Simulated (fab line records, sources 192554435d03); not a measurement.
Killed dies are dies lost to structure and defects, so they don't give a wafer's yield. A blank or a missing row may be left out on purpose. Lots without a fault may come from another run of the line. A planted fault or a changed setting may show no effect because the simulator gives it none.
A struck lot beside a sound one | flow n5_finfet | 14 steps out of a route of 1938
Sound: wafers L220.1, L220.3, L220.5. Struck: wafers L233.2, L233.4. (L233.5 of the same lot was not struck and is left out.) The cause comes at the end.
At each step with rows: each side's tool, then ch and its chambers, then its first start. Under that, the readings that differ: sound wafers | struck wafers | difference of the means | sigmas: that difference in standard deviations of wafers without a fault.
alike: readings whose means differ by less than 2 such deviations, and words and numbers that are the same on both sides. not compared: withheld readings, readings that some wafer has no value for, bounds like >300 that may hide the same value, and numbers for which the record gives no deviation and whose values overlap.
The two part at a step that has a row with sigmas, a row that says differs or no value, or rows on one side only. Numbers that don't overlap but have no deviation are shown without sigmas and don't part them. A reading that every wafer of one side lacks parts them only if that side has two wafers or more.

first, 2 steps without rows for these wafers: N5_BEOL_M13_PRECLEAN_39 (cleans in residue remover, time 60 s); N5_BEOL_M13_SRD_40 (time 30 s, dry time 30 s).
N5_BEOL_M13_DEGAS_41: time 60 s.
  sound on pvd_sputter-02, day 10 23:37; struck on pvd_sputter-01, day 14 15:57
  alike: heater_power_w
N5_BEOL_M13_PRE_CLEAN_42: time 30 s.
  sound on pvd_sputter-02, day 10 23:40; struck on pvd_sputter-01, day 14 15:59
  alike: heater_power_w
then, 1 step without rows for these wafers: N5_BEOL_M13_SPUTTER_43 (material TaN, target thk 15 nm, time 24.19 s).
N5_BEOL_M13_SPUTTER_44: material Ta, target thk 10 nm, time 16.13 s.
  sound on pvd_sputter-02, day 10 23:47; struck on pvd_sputter-01, day 14 16:07
  alike: cathode_dc_power_W, throttle_valve_pct
N5_BEOL_M13_SPUTTER_45: material Cu, target thk 80 nm, time 13.33 s.
  sound on pvd_sputter-02, day 10 23:52; struck on pvd_sputter-01, day 14 16:11
  alike: cathode_dc_power_W, throttle_valve_pct
then, 2 steps without rows for these wafers: N5_BEOL_M13_ECD_47 (material Cu, target thk 936 nm); N5_BEOL_M13_ANNEAL_48 (time 90 s).
N5_BEOL_M13_CMP_49: polishes, stops on SiOC, t overpolish 17.1 s, target thk 420 nm.
  sound on cmp-04 ch 1,2,3, day 11 00:26; struck on cmp-03 ch 0,3, day 14 16:51
  alike: barrier_field_endpoint_s, clearing_platen_rpm, edge_zone_pressure_frac, motor_current_A, overpolish_run_s
N5_BEOL_M13_THK_MEAS_50: measures by xrf.
  sound on film_metro-01, day 11 00:44; struck on film_metro-01, day 14 17:04
  alike: M13_THK
then, 1 step without rows for these wafers: N5_BEOL_M13_PRE_CLEAN_52 (time 15 s).
N5_BEOL_M13_DEP_53: deposits SiCN from 3MS/NH3, target thk 50 nm, time 17.8 s.
  sound on pecvd-02 ch 0,1,2, day 11 00:48; struck on pecvd-01 ch 1,2, day 14 17:08
  reading                                   | sound        | struck  | difference | sigmas
  model.SiCN_of_BEOL_M13_DEP_53.thk_nm (nm) | 50.2 50 51.2 | 96 97.4 | +46        |
  alike: showerhead_plenum_p_Torr, throttle_valve_pct
N5_BEOL_M13_RS_MEAS_54: measures by four-point-probe.
  sound on film_metro-01, day 11 00:52; struck on film_metro-01, day 14 17:11
  alike: M13_RS

WHERE THEY PART
Nowhere in this record.

WHY: what the simulator had put in
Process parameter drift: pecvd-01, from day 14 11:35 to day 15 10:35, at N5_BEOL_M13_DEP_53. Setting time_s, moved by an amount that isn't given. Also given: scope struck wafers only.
